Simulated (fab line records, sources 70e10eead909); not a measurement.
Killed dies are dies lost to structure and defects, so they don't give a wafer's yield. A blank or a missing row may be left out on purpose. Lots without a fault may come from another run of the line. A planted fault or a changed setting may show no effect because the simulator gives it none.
Chamber matching | flow nand_harc | NHARC_P_M2_STRIP_18 on rie_diel-01: 4 sister chambers
The step strips in N2/H2. 14 wafers are shown with their chamber, then 7 later ones without.

WAFERS WITH THEIR CHAMBER
wafer  | chamber | showerhead_plenum_p_Torr (Torr) | drypump_motor_current_A (A) | oes_product_au (a.u.)
L601.1 | 0       | 2.20                            | 4.9                         | 1.011
L601.3 | 3       | 2.13                            | 5.2                         | 0.998
L601.6 | 0       | 2.20                            | 4.9                         | 1.007
L606.1 | 3       | 2.13                            | 5.2                         | 0.995
L606.2 | 1       | 2.13                            | 5.3                         | 1.004
L606.6 | 1       | 2.13                            | 5.2                         | 1.001
L608.1 | 0       | 2.19                            | 4.9                         | 1.002
L608.4 | 2       | 1.94                            | 6.2                         | 0.993
L608.6 | 1       | 2.13                            | 5.2                         | 1.002
L610.2 | 2       | 1.94                            | 6.2                         | 1.001
L610.4 | 1       | 2.13                            | 5.2                         | 1.015
L610.6 | 2       | 1.94                            | 6.2                         | 1.010
L617.1 | 3       | 2.13                            | 5.1                         | 1.005
L617.4 | 1       | 2.13                            | 5.2                         | 1.014

SIGNATURES (means of the wafers above)
reading                  | chamber 0 | chamber 1 | chamber 2 | chamber 3 | scatter within a chamber
showerhead_plenum_p_Torr | 2.1967    | 2.1300    | 1.9400    | 2.1300    | 0.00258
drypump_motor_current_A  | 4.900     | 5.220     | 6.200     | 5.167     | 0.0383
oes_product_au           | 1.00667   | 1.00720   | 1.00133   | 0.99933   | 0.00649
Rule: a wafer's distance from a chamber is the root of the sum, over the readings, of the square of ((its reading less the chamber's mean) divided by the reading's scatter). The wafer belongs to the nearest chamber; if the next one is less than 2 further off, it can't be placed. The scatter: the root of (the sum of the squares of (reading less its chamber's mean) over the shown wafers, divided by (wafers less chambers)).

WAFERS WITHOUT THEIR CHAMBER
wafer  | showerhead_plenum_p_Torr (Torr) | drypump_motor_current_A (A) | oes_product_au (a.u.)
L617.6 | 2.13                            | 5.3                         | 1.003
L621.2 | 2.13                            | 5.2                         | 0.998
L621.3 | 2.19                            | 4.9                         | 1.012
L621.5 | 1.94                            | 6.2                         | 0.994
L623.2 | 2.19                            | 5.0                         | 1.006
L623.3 | 1.94                            | 6.2                         | 1.002
L623.6 | 2.13                            | 5.2                         | 1.002

WHICH CHAMBER EACH WENT THROUGH
wafer  | from the rows above     | in truth
L617.6 | can't be placed: 1 or 3 | 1
L621.2 | can't be placed: 3 or 1 | 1
L621.3 | 0                       | 0
L621.5 | 2                       | 2
L623.2 | 0                       | 0
L623.3 | 2                       | 2
L623.6 | can't be placed: 1 or 3 | 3
Placed correctly: 4 of 7. Can't be placed from these rows: 3 (the true chamber is among the candidates in 3). Placed wrongly: 0.
